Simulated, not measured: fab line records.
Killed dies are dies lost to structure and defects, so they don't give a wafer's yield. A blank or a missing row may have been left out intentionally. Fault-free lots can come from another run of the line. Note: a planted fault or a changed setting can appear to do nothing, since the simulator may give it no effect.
A struck lot beside a sound one / flow nand_harc / 13 steps out of a route of 1302
Sound: these wafers, L206.1, L206.2, L206.5. Wafers L201.1, L201.2, L201.6 were the ones struck. Last of all comes the cause.
Order at every step that has rows: each side's tool, ch and its chambers, its first start. Under that, the readings that differ: sound wafers / struck wafers / difference of the means / sigmas: that difference in standard deviations of wafers without a fault.
alike: same words and numbers on both sides, and readings whose means sit less than 2 such deviations apart. not compared: any withheld reading, any reading some wafer has no value for, any bound like >300 that may hide the same value, and any number with overlapping values for which the record gives no deviation.
The two part at a step that has a row with sigmas, a row that says differs or no value, or rows on one side only. Numbers that don't overlap but have no deviation are shown without sigmas and don't part them. Lack of a reading on every wafer of one side parts them only where that side has two or more wafers.

NHARC_A_CHANNEL_FILL_D1_ALD_15: deposits SiNx, target thk 2 nm, pulse time 60 s, ald cycles 19.
  sound on ald_sin_batch-01 ch 0; struck on ald_sin_batch-02 ch 0
  alike: chamber_pressure_Torr, precursor_pulse_height_rel
NHARC_A_CHANNEL_FILL_D1_ALD_16: deposits SiO2, target thk 1.5 nm, pulse time 10 s, ald cycles 15.
  sound on ald_hk-03 ch 0,2, day 16 18:52; struck on ald_hk-03 ch 1,2,3, day 14 09:46
  alike: heater_power_outer_w, heater_power_w, precursor_pulse_height_rel
then, 2 steps without rows for these wafers: NHARC_A_CHANNEL_FILL_D1_ANNEAL_17 (time 1800 s); NHARC_A_CHANNEL_FILL_D1_CVD_18 (deposits poly-Si, target thk 3 nm).
NHARC_A_CHANNEL_FILL_D1_ETCHBACK_19: etches the open film in HBr/Cl2, target depth 5 nm, time 1.7 s.
  sound on rie_si-05 ch 0,1, day 17 06:40; struck on rie_si-05 ch 0,2,3, day 14 22:21
  alike: drypump_motor_current_A, oes_product_au, throttle_valve_pct
  not compared: rf_hours_counter_h
then, 1 step without rows for these wafers: NHARC_A_CHANNEL_FILL_D1_ETCHBACK_20 (etches the open film in C4F8/O2/Ar, target depth 27 nm, time 13.5 s).
NHARC_A_CHANNEL_FILL_D1_STRIP_28: strips in O2, time 20 s.
  sound on rie_diel-07 ch 0,3, day 17 06:53; struck on rie_diel-07 ch 1,2,3, day 14 22:35
reading=oes_product_au (a.u.); sound=1.020 1.010 1.001; struck=0.972 0.989 1.006; difference=-0.021; sigmas=-2
  alike: drypump_motor_current_A, rf_vpp_V, showerhead_plenum_p_Torr, throttle_valve_pct
  not compared: rf_hours_counter_h
then, 4 steps without rows for these wafers: NHARC_A_CHANNEL_FILL_D1_PRECLEAN_21 (cleans in dHF, time 30 s); NHARC_A_CHANNEL_FILL_D1_SRD_23; NHARC_A_CHANNEL_FILL_D1_CVD_05 (deposits poly-Si, target thk 5 nm); NHARC_A_CHANNEL_FILL_D1_ANNEAL_22 (time 7200 s).
NHARC_A_CHANNEL_FILL_D1_ALD_25: deposits SiOx, target thk 60 nm, pulse time 10 s, ald cycles 600.
  sound on ald_hk-03 ch 1,2, day 17 22:46; struck on ald_hk-02 ch 1,2, day 15 10:10
  no value came back on the struck wafers for ald_cycles, heater_power_outer_w (W), heater_power_w (W), precursor_pulse_height_rel; on the sound wafers ald_cycles reads 600 600 600
NHARC_A_CHANNEL_FILL_D1_ETCHBACK_08: etches the open film in C4F8, target depth 220 nm, time 110 s.
  sound on rie_diel-07 ch 0,2; struck on rie_diel-07 ch 0,1
  alike: oes_product_au, rf_vpp_V
  not compared: rf_hours_counter_h

WHERE THEY PART
Last at NHARC_A_CHANNEL_FILL_D1_ALD_25 as far as this record goes, first at NHARC_A_CHANNEL_FILL_D1_STRIP_28. Later steps at which nothing parts them and some readings are alike: NHARC_A_CHANNEL_FILL_D1_ETCHBACK_08.

WHY: whatever the simulator had introduced
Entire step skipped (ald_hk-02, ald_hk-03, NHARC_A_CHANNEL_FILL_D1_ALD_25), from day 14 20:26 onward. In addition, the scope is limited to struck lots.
